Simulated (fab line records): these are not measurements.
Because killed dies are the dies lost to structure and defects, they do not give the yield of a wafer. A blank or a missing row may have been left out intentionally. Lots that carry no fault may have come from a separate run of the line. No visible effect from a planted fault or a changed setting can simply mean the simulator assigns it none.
Which tool did it? :: flow nandHarc :: 12 lots, 36 wafers sampled, at 5 steps of a route of 1302

== WHAT THE GAUGES READ, wafer by wafer ==
NHARC_END_SORT_01. Usual: killedAtArray 56, standard deviation 21; killedAtOther 0.8, standard deviation 1; killedAtPeriphery 3.6, standard deviation 2.8; killedDies 60, standard deviation 20; killedOpen 3.2, standard deviation 1.9; killedShort 2.4, standard deviation 1.6.
lot: L457
measured: day 27 07:34
on: prober-01
killedAtArray: 50 78 72
killedAtOther: 1 0 2
killedAtPeriphery: 2 2 2
killedDies: 53 80 76
killedOpen: 3 5 1
killedShort: 0 4 2
flag: 

lot: L458
measured: day 27 16:54
on: prober-01
killedAtArray: 40 36 47
killedAtOther: 5 3 0
killedAtPeriphery: 2 0 3
killedDies: 47 39 50
killedOpen: 4 2 4
killedShort: 1 2 4
flag: 

lot: L463
measured: day 28 23:00
on: prober-02
killedAtArray: 25 37 46
killedAtOther: 2 3 1
killedAtPeriphery: 3 10 8
killedDies: 30 50 55
killedOpen: 3 6 4
killedShort: 2 0 1
flag: 

lot: L462
measured: day 28 22:59
on: prober-01
killedAtArray: 48 54 39
killedAtOther: 2 1 2
killedAtPeriphery: 11 9 13
killedDies: 61 64 54
killedOpen: 3 7 4
killedShort: 1 1 3
flag: 

lot: L461
measured: day 29 06:45
on: prober-01
killedAtArray: 65 107 89
killedAtOther: 0 0 1
killedAtPeriphery: 8 5 3
killedDies: 73 112 93
killedOpen: 7 3 3
killedShort: 5 2 2
flag: 

== WHAT TOOL EACH LOT RAN ON (gives the tool, then ch and the chambers of the sampled wafers, and finally the start) ==
lot: L451
NHARC_A_SLIT_STRIP_18: rieDiel-10 ch 1,2,3, day 20 23:12 or earlier
NHARC_A_WL_FILL_RTA_01: rtpAnneal-01 ch 0, day 20 23:12
NHARC_A_WL_FILL_CVD_03: cvdW-01 ch 0,1, day 20 23:53
NHARC_A_WL_FILL_ETCHBACK_05: rieMetal-03 ch 0, day 21 00:40

lot: L453
NHARC_A_SLIT_STRIP_18: rieDiel-10 ch 0,1,2, day 21 02:55 or earlier
NHARC_A_WL_FILL_RTA_01: rtpAnneal-02 ch 0, day 21 02:55
NHARC_A_WL_FILL_CVD_03: cvdW-02 ch 0,1, day 21 03:34
NHARC_A_WL_FILL_ETCHBACK_05: rieMetal-03 ch 0, day 21 04:23

lot: L452
NHARC_A_SLIT_STRIP_18: rieDiel-10 ch 1,2, day 21 08:13 or earlier
NHARC_A_WL_FILL_RTA_01: rtpAnneal-02 ch 0, day 21 08:13
NHARC_A_WL_FILL_CVD_03: cvdW-02 ch 1, day 21 08:56
NHARC_A_WL_FILL_ETCHBACK_05: rieMetal-01 ch 0,1, day 21 09:31

lot: L457
NHARC_A_SLIT_STRIP_18: rieDiel-06 ch 0,2,3, day 22 21:08 or earlier
NHARC_A_WL_FILL_RTA_01: rtpAnneal-02 ch 0, day 22 21:08
NHARC_A_WL_FILL_CVD_03: cvdW-01 ch 0,1, day 22 21:47
NHARC_A_WL_FILL_ETCHBACK_05: rieMetal-02 ch 0,1, day 22 22:24

lot: L456
NHARC_A_SLIT_STRIP_18: rieDiel-10 ch 0,2,3, day 22 20:58 or earlier
NHARC_A_WL_FILL_RTA_01: rtpAnneal-02 ch 0, day 22 20:58
NHARC_A_WL_FILL_CVD_03: cvdW-02 ch 0,1, day 22 21:37
NHARC_A_WL_FILL_ETCHBACK_05: rieMetal-01 ch 0,1, day 22 22:14

lot: L458
NHARC_A_SLIT_STRIP_18: rieDiel-02 ch 2,3, day 23 12:24 or earlier
NHARC_A_WL_FILL_RTA_01: rtpAnneal-02 ch 0, day 23 12:24
NHARC_A_WL_FILL_CVD_03: cvdW-01 ch 0,1, day 23 13:07
NHARC_A_WL_FILL_ETCHBACK_05: rieMetal-02 ch 0,1, day 23 13:38

lot: L463
NHARC_A_SLIT_STRIP_18: rieDiel-02 ch 0,1,2, day 24 13:30 or earlier
NHARC_A_WL_FILL_RTA_01: rtpAnneal-02 ch 0, day 24 13:30
NHARC_A_WL_FILL_CVD_03: cvdW-02 ch 0,1, day 24 14:12
NHARC_A_WL_FILL_ETCHBACK_05: rieMetal-01 ch 0,1, day 24 14:46

lot: L462
NHARC_A_SLIT_STRIP_18: rieDiel-06 ch 1,2,3, day 24 23:15 or earlier
NHARC_A_WL_FILL_RTA_01: rtpAnneal-02 ch 0, day 24 23:15
NHARC_A_WL_FILL_CVD_03: cvdW-01 ch 0,1, day 24 23:57
NHARC_A_WL_FILL_ETCHBACK_05: rieMetal-02 ch 0,1, day 25 00:31

lot: L461
NHARC_A_SLIT_STRIP_18: rieDiel-10 ch 0,1,2, day 25 03:03 or earlier
NHARC_A_WL_FILL_RTA_01: rtpAnneal-01 ch 0, day 25 03:03
NHARC_A_WL_FILL_CVD_03: cvdW-02 ch 0,1, day 25 03:42
NHARC_A_WL_FILL_ETCHBACK_05: rieMetal-03 ch 0,1, day 25 04:19

lot: L466
NHARC_A_SLIT_STRIP_18: rieDiel-02 ch 0,2,3, day 26 13:55 or earlier
NHARC_A_WL_FILL_RTA_01: rtpAnneal-01 ch 0, day 26 13:55
NHARC_A_WL_FILL_CVD_03: cvdW-01 ch 0,1, day 26 14:37
NHARC_A_WL_FILL_ETCHBACK_05: rieMetal-01 ch 0,1, day 26 15:11

lot: L471
NHARC_A_SLIT_STRIP_18: rieDiel-10 ch 0,1,2, day 29 09:55 or earlier
NHARC_A_WL_FILL_RTA_01: rtpAnneal-01 ch 0, day 29 09:55
NHARC_A_WL_FILL_CVD_03: cvdW-01 ch 0,1, day 29 10:37
NHARC_A_WL_FILL_ETCHBACK_05: rieMetal-01 ch 0,1, day 29 11:10

lot: L473
NHARC_A_SLIT_STRIP_18: rieDiel-02 ch 0,2,3, day 29 19:52 or earlier
NHARC_A_WL_FILL_RTA_01: rtpAnneal-02 ch 0, day 29 19:52
NHARC_A_WL_FILL_CVD_03: cvdW-02 ch 0,1, day 29 20:32
NHARC_A_WL_FILL_ETCHBACK_05: rieMetal-01 ch 0,1, day 29 21:09
- NHARC_A_SLIT_STRIP_18: strips in O2.
- NHARC_A_WL_FILL_RTA_01: time 5 s.
- NHARC_A_WL_FILL_CVD_03: deposits W, target thk 40 nm, time 279 s.
- NHARC_A_WL_FILL_ETCHBACK_05: etches the open film in Cl2/BCl3, target depth 22 nm, time 60 s.

== AS READ BY THE TOOLS THEMSELVES (means over the sampled wafers that have a number; for cases with no such wafer, the mark the record gives instead) ==
NHARC_A_SLIT_STRIP_18. Usual: drypumpMotorCurrentA 5.8 A, standard deviation 0.5; o2FlowSccm 500.1 sccm, standard deviation 1.4; oesProductAu 0.999 a.u., standard deviation 0.0079; rfVppV 57.7 V, standard deviation 0.85; showerheadPlenumPTorr 3.48 Torr, standard deviation 0.13; throttleValvePct 17.036 %, standard deviation 0.0093.
lot: L451
tool: rieDiel-10
drypumpMotorCurrentA (A): 6.0
o2FlowSccm (sccm): 500.5
oesProductAu (a.u.): 1.004
rfVppV (V): 57.7
showerheadPlenumPTorr (Torr): 3.47
throttleValvePct (%): 17.030
flag: 

lot: L453
tool: rieDiel-10
drypumpMotorCurrentA (A): 5.8
o2FlowSccm (sccm): 500.2
oesProductAu (a.u.): 0.997
rfVppV (V): 58.0
showerheadPlenumPTorr (Torr): 3.49
throttleValvePct (%): 17.039
flag: 

lot: L452
tool: rieDiel-10
drypumpMotorCurrentA (A): 5.6
o2FlowSccm (sccm): 497.8
oesProductAu (a.u.): 1.004
rfVppV (V): 57.5
showerheadPlenumPTorr (Torr): 3.55
throttleValvePct (%): 17.026
flag: 

lot: L457
tool: rieDiel-06
drypumpMotorCurrentA (A): 5.8
o2FlowSccm (sccm): 499.9
oesProductAu (a.u.): 1.000
rfVppV (V): 57.4
showerheadPlenumPTorr (Torr): 3.50
throttleValvePct (%): 17.035
flag: 

lot: L456
tool: rieDiel-10
drypumpMotorCurrentA (A): 6.2
o2FlowSccm (sccm): 500.5
oesProductAu (a.u.): 0.990
rfVppV (V): 58.3
showerheadPlenumPTorr (Torr): 3.41
throttleValvePct (%): 17.040
flag: 

lot: L458
tool: rieDiel-02
drypumpMotorCurrentA (A): 5.8
o2FlowSccm (sccm): 500.0
oesProductAu (a.u.): 0.990
rfVppV (V): 58.2
showerheadPlenumPTorr (Torr): 3.67
throttleValvePct (%): 17.040
flag: 

lot: L463
tool: rieDiel-02
drypumpMotorCurrentA (A): 5.6
o2FlowSccm (sccm): 500.8
oesProductAu (a.u.): 1.004
rfVppV (V): 57.2
showerheadPlenumPTorr (Torr): 3.54
throttleValvePct (%): 17.038
flag: 

lot: L462
tool: rieDiel-06
drypumpMotorCurrentA (A): 5.5
o2FlowSccm (sccm): 499.3
oesProductAu (a.u.): 1.010
rfVppV (V): 57.6
showerheadPlenumPTorr (Torr): 3.50
throttleValvePct (%): 17.044
flag: 

lot: L461
tool: rieDiel-10
drypumpMotorCurrentA (A): 5.8
o2FlowSccm (sccm): 499.6
oesProductAu (a.u.): 1.003
rfVppV (V): 58.0
showerheadPlenumPTorr (Torr): 3.49
throttleValvePct (%): 17.035
flag: 

lot: L466
tool: rieDiel-02
drypumpMotorCurrentA (A): 5.4
o2FlowSccm (sccm): 502.2
oesProductAu (a.u.): 1.002
rfVppV (V): 58.2
showerheadPlenumPTorr (Torr): 3.59
throttleValvePct (%): 17.039
flag: 

lot: L471
tool: rieDiel-10
drypumpMotorCurrentA (A): 5.7
o2FlowSccm (sccm): 501.2
oesProductAu (a.u.): 0.999
rfVppV (V): 57.9
showerheadPlenumPTorr (Torr): 3.49
throttleValvePct (%): 17.038
flag: 

lot: L473
tool: rieDiel-02
drypumpMotorCurrentA (A): 5.4
o2FlowSccm (sccm): 500.1
oesProductAu (a.u.): 1.003
rfVppV (V): 58.4
showerheadPlenumPTorr (Torr): 3.59
throttleValvePct (%): 17.040
flag: 

NHARC_A_WL_FILL_RTA_01. Usual: lampPowerPct 31.70 %, standard deviation 0.044; wafer_temp_C_max 1005.3, standard deviation 1.5.
lot: L451
tool: rtpAnneal-01
lampPowerPct (%): 31.76
wafer_temp_C_max: 1006.3
flag: 

lot: L453
tool: rtpAnneal-02
lampPowerPct (%): 31.66
wafer_temp_C_max: 1003.8
flag: 

lot: L452
tool: rtpAnneal-02
lampPowerPct (%): 31.67
wafer_temp_C_max: 1003.5
flag: 

lot: L457
tool: rtpAnneal-02
lampPowerPct (%): 31.69
wafer_temp_C_max: 1002.8
flag: 

lot: L456
tool: rtpAnneal-02
lampPowerPct (%): 31.69
wafer_temp_C_max: 1003.1
flag: 

lot: L458
tool: rtpAnneal-02
lampPowerPct (%): 31.64
wafer_temp_C_max: 1003.8
flag: 

lot: L463
tool: rtpAnneal-02
lampPowerPct (%): 31.68
wafer_temp_C_max: 1003.7
flag: 

lot: L462
tool: rtpAnneal-02
lampPowerPct (%): 31.64
wafer_temp_C_max: 1004.1
flag: 

lot: L461
tool: rtpAnneal-01
lampPowerPct (%): 31.73
wafer_temp_C_max: 1005.9
flag: 

lot: L466
tool: rtpAnneal-01
lampPowerPct (%): 31.70
wafer_temp_C_max: 1006.0
flag: 

lot: L471
tool: rtpAnneal-01
lampPowerPct (%): 31.75
wafer_temp_C_max: 1006.1
flag: 

lot: L473
tool: rtpAnneal-02
lampPowerPct (%): 31.69
wafer_temp_C_max: 1004.7
flag: 

NHARC_A_WL_FILL_CVD_03. Usual: heaterPowerW 454 W, standard deviation 39; throttleValvePct 7.95 %, standard deviation 0.29.
lot: L451
tool: cvdW-01
heaterPowerW (W): 411
throttleValvePct (%): 7.79
flag: 

lot: L453
tool: cvdW-02
heaterPowerW (W): 491
throttleValvePct (%): 8.00
flag: 

lot: L452
tool: cvdW-02
heaterPowerW (W): 475
throttleValvePct (%): 8.26
flag: 

lot: L457
tool: cvdW-01
heaterPowerW (W): 416
throttleValvePct (%): 7.78
flag: 

lot: L456
tool: cvdW-02
heaterPowerW (W): 502
throttleValvePct (%): 8.06
flag: 

lot: L458
tool: cvdW-01
heaterPowerW (W): 421
throttleValvePct (%): 7.86
flag: 

lot: L463
tool: cvdW-02
heaterPowerW (W): 492
throttleValvePct (%): 8.16
flag: 

lot: L462
tool: cvdW-01
heaterPowerW (W): 419
throttleValvePct (%): 7.75
flag: 

lot: L461
tool: cvdW-02
heaterPowerW (W): 492
throttleValvePct (%): 8.09
flag: 

lot: L466
tool: cvdW-01
heaterPowerW (W): 417
throttleValvePct (%): 7.71
flag: 

lot: L471
tool: cvdW-01
heaterPowerW (W): 426
throttleValvePct (%): 7.75
flag: 

lot: L473
tool: cvdW-02
heaterPowerW (W): 473
throttleValvePct (%): 8.33
flag: 

NHARC_A_WL_FILL_ETCHBACK_05. Usual: drypumpMotorCurrentA 5.79 A, standard deviation 0.29; oesProductAu 0.998 a.u., standard deviation 0.0079; runLengthS 81.5 s, standard deviation 0.5.
lot: L451
tool: rieMetal-03
drypumpMotorCurrentA (A): 5.98
oesProductAu (a.u.): 1.002
runLengthS (s): 80.6
flag: 

lot: L453
tool: rieMetal-03
drypumpMotorCurrentA (A): 5.99
oesProductAu (a.u.): 1.000
runLengthS (s): 80.9
flag: 

lot: L452
tool: rieMetal-01
drypumpMotorCurrentA (A): 5.81
oesProductAu (a.u.): 1.003
runLengthS (s): 81.7
flag: 

lot: L457
tool: rieMetal-02
drypumpMotorCurrentA (A): 5.48
oesProductAu (a.u.): 1.004
runLengthS (s): 81.6
flag: 

lot: L456
tool: rieMetal-01
drypumpMotorCurrentA (A): 5.93
oesProductAu (a.u.): 0.997
runLengthS (s): 81.4
flag: 

lot: L458
tool: rieMetal-02
drypumpMotorCurrentA (A): 5.38
oesProductAu (a.u.): 0.999
runLengthS (s): 81.5
flag: 

lot: L463
tool: rieMetal-01
drypumpMotorCurrentA (A): 5.93
oesProductAu (a.u.): 0.988
runLengthS (s): 81.5
flag: 

lot: L462
tool: rieMetal-02
drypumpMotorCurrentA (A): 5.38
oesProductAu (a.u.): 1.009
runLengthS (s): 81.9
flag: 

lot: L461
tool: rieMetal-03
drypumpMotorCurrentA (A): 6.10
oesProductAu (a.u.): 0.993
runLengthS (s): 80.9
flag: 

lot: L466
tool: rieMetal-01
drypumpMotorCurrentA (A): 5.81
oesProductAu (a.u.): 0.999
runLengthS (s): 82.1
flag: 

lot: L471
tool: rieMetal-01
drypumpMotorCurrentA (A): 5.94
oesProductAu (a.u.): 1.001
runLengthS (s): 91.3
flag: OFF

lot: L473
tool: rieMetal-01
drypumpMotorCurrentA (A): 5.81
oesProductAu (a.u.): 0.997
runLengthS (s): 86.7
flag: OFF

== THE ANSWER, worked out from the rows above alone ==
Rule: a lot is off if the mean of its wafers that have a number lies more than 3 standard deviations from the usual mean. A lot without any number at a reading at which 4 lots or more have one is off too. All remaining lots with rows at the step are treated as sound. First the gauges in route order, then the tools' own readings, where a lot's mean is used as printed above. The first step at which some lot is off is used, and at that step the reading that is off furthest; a lot without a number counts as furthest.
Off: L471, L473 (NHARC_A_WL_FILL_ETCHBACK_05, runLengthS).
If a tool, at that step or one of the process steps before it, ran each lot that is off and ran no sound lot following the first of them, it fits. NHARC_A_SLIT_STRIP_18 gives no start for some lots, so the hours and the order of its lots are those of NHARC_A_WL_FILL_RTA_01. One fits: rieMetal-01 at NHARC_A_WL_FILL_ETCHBACK_05. Its last sound lot is L466 (day 26 15:11), its first lot that is off L471 (day 29 11:10): a fault that began between those two fits.
On the lots that are off, the tool's own readings at NHARC_A_WL_FILL_ETCHBACK_05 differ by more than 5 times the standard deviation of the sound lots' means, which bears it out; runLengthS reads 89.0 s there versus 81.4 s on the sound lots.

== WHAT THE SIMULATOR HAD PUT IN ==
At NHARC_A_WL_FILL_ETCHBACK_05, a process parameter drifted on rieMetal-01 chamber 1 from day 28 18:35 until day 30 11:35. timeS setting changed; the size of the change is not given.
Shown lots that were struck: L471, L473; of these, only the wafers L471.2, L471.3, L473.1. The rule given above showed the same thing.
